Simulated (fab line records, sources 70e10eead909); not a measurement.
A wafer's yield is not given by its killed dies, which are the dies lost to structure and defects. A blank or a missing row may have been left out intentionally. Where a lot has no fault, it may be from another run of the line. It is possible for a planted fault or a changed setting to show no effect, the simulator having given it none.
A lot that was struck, set against a sound lot / flow nandHarc / 40 out of 1302 route steps
Sound: these wafers, L217.1, L217.2, L217.5. Wafers struck: L232.1, L232.4, L232.5. The cause is given at the end.
For every step that has rows: the tool of each side, followed by ch and its chambers, followed by its first start. Under that, the readings that differ: sound wafers / struck wafers / difference of the means / sigmas: that difference in standard deviations of wafers without a fault.
alike: words and numbers the same on both sides, and readings whose means are apart by under 2 such deviations; not compared: readings that were withheld, readings missing a value for some wafer, numbers with overlapping values and no deviation given by the record, and bounds like >300 which may hide the same value.
The two part at a step that has a row with sigmas, a row that says differs or no value, or rows on one side only. When numbers do not overlap yet have no deviation, they are printed without sigmas and do not part them. A reading that every wafer of one side lacks parts them only if that side has two wafers or more.

NHARC_A_CONTACT_CD_MEAS_08 targets a cd of 200 nm.
  sound on cdSem-03 ch 0, day 23 23:55; struck on cdSem-02 ch 0, day 30 16:26
  alike: cdNm
NHARC_A_CONTACT_OVL_MEAS_09:
  sound on overlay-02, day 24 00:00; struck on overlay-02, day 30 16:32
  alike: overlayXNm, overlayYNm
NHARC_A_CONTACT_INSPECT_10:
  sound on defectInspect-02, day 24 00:02; struck on defectInspect-01, day 30 16:34
reading=rawDefectCount; sound=119 98 118; struck=26 28 46; difference=-78; sigmas=-2
then, 1 step without rows for these wafers: NHARC_A_CONTACT_DESCUM_13 (chemistry O2, time 3 s).
NHARC_A_CONTACT_ETCH_88: etches the open film in CF4, target depth 39 nm, time 65 s.
  sound on rieDiel-04 ch 0,1, day 24 00:11; struck on rieDiel-02 ch 0,1,3, day 30 16:46
  alike: drypumpMotorCurrentA, oesProductAu, rfVppV, showerheadPlenumPTorr, throttleValvePct
  not compared: rfHoursCounterH
NHARC_A_CONTACT_ETCH_89: etches the open film in N2/H2, target depth 260 nm, time 475.3 s.
  sound on rieDiel-04 ch 0,3; struck on rieDiel-02 ch 0,2,3
  alike: drypumpMotorCurrentA, oesProductAu, rfVppV, showerheadPlenumPTorr, throttleValvePct
  not compared: rfHoursCounterH
then, 4 steps without rows for these wafers: NHARC_A_CONTACT_ETCH_30 (etches the open film in CF4/CHF3, target depth 72.6 nm, time 36.3 s); NHARC_A_CONTACT_ETCH_31 (etches the open film in O2/COS, target depth 2800 nm, time 728 s); NHARC_A_CONTACT_ETCH_134 (etches the open film in C4F8/O2/Ar, time 140 s, target depth 700 nm); NHARC_A_CONTACT_ETCH_135 (etches the open film in C4F8/O2/Ar, time 311 s, target depth 1912 nm).
NHARC_A_CONTACT_ETCH_136: etches the open film in C4F8/O2/Ar, time 311 s, target depth 1912 nm.
  sound on harCapEtch-02 ch 0,1, day 24 01:41; struck on harCapEtch-01 ch 0, day 30 18:18
  not compared: rfHoursCounterH
then, 1 step without rows for these wafers: NHARC_A_CONTACT_ETCH_137 (etches the open film in C4F8/O2/Ar, time 311 s, target depth 1912 nm).
NHARC_A_CONTACT_ETCH_138: etches the open film in C4F8/O2/Ar, time 311 s, target depth 1914 nm.
  sound on harCapEtch-02 ch 0,1, day 24 02:14; struck on harCapEtch-01 ch 0, day 30 18:50
  not compared: rfHoursCounterH
then, 1 step without rows for these wafers: NHARC_A_CONTACT_ETCH_139 (etches the open film in C4F8/O2/Ar, time 195 s, target depth 840 nm).
NHARC_A_CONTACT_ETCH_92: etches the open film in CH3F/O2, target depth 40 nm, time 85.7 s.
  sound on rieDiel-02 ch 2,3, day 24 03:04; struck on rieDiel-03 ch 0,2,3, day 30 19:39
  alike: drypumpMotorCurrentA, oesProductAu, rfVppV, showerheadPlenumPTorr, throttleValvePct
  not compared: rfHoursCounterH
then, 1 step without rows for these wafers: NHARC_A_CONTACT_ETCH_98 (etches the open film in C4F6/O2, target depth 20 nm, time 10 s).
NHARC_A_CONTACT_CD_MEAS_15:
  sound on cdSem-01, day 24 03:17; struck on cdSem-01, day 30 19:50
  alike: cdNm
then, 8 steps without rows for these wafers: NHARC_A_CONTACT_STRIP_107 (strips in N2/H2); NHARC_A_CONTACT_STRIP_108 (strips in CF4/CHF3); NHARC_A_CONTACT_STRIP_109 (strips in O2/COS); NHARC_A_CONTACT_ETCH_110 (etches the open film in CF4/O2, target depth 60 nm, overetch 6 nm, time 33 s); NHARC_A_CONTACT_STRIP_26 (strips in O2); NHARC_A_CONTACT_STRIP_27 (strips in post etch residue remover, time 600 s); NHARC_A_CONTACT_ALD_18 (deposits TiN, target thk 3 nm, pulse time 1 s, ald cycles 150); NHARC_A_CONTACT_CVD_19 (deposits W, target thk 300 nm, time 802 s).
NHARC_A_CONTACT_CMP_20: polishes, t overpolish 30 s, target thk 300 nm.
  sound on cmp-04 ch 1,2,3, day 24 05:19; struck on cmp-03 ch 0,1,2, day 30 22:52
  alike: motorCurrentA, overpolishRunS, timeToEndpointS
then, 11 steps without rows for these wafers: NHARC_A_CONTACT_SRD_22; NHARC_A_BLC_DEHYDRATE_00 (time 120 s); NHARC_A_BLC_HMDS_01 (time 30 s); NHARC_A_BLC_COAT_02 (time 75 s); NHARC_A_BLC_COAT_03 (time 65 s); NHARC_A_BLC_COAT_04 (resist thk 90 nm); NHARC_A_BLC_SOFTBAKE_05 (time 55 s); NHARC_A_BLC_EBR_06; NHARC_A_BLC_EXPOSE_07 (exposes mask A BLC, target cd 100 nm); NHARC_A_BLC_PEB_08 (peb time 65 s); NHARC_A_BLC_DEVELOP_09 (develop time 35 s).
NHARC_A_BLC_CD_MEAS_10 targets a cd of 100 nm.
  sound on cdSem-02 ch 0, day 24 06:14; struck on cdSem-01 ch 0, day 30 23:45
  alike: cdNm
NHARC_A_BLC_OVL_MEAS_11:
  sound on overlay-01, day 24 06:19; struck on overlay-02, day 30 23:50
  alike: overlayXNm, overlayYNm
-- the record jumps here: 2 days lie between the struck wafers' starts before and after (it left off in module A_BLC and takes up again in module END, whose first step shown is number 1302 of the route) --
NHARC_END_SORT_01:
  only the struck wafers appear in the record here, on prober-01 ch 0 at day 33 09:08; the sound ones have no rows

== WHERE THEY PART ==
Last at NHARC_END_SORT_01 as far as this record goes, first at NHARC_A_CONTACT_INSPECT_10.

WHY: what had been put in by the simulator
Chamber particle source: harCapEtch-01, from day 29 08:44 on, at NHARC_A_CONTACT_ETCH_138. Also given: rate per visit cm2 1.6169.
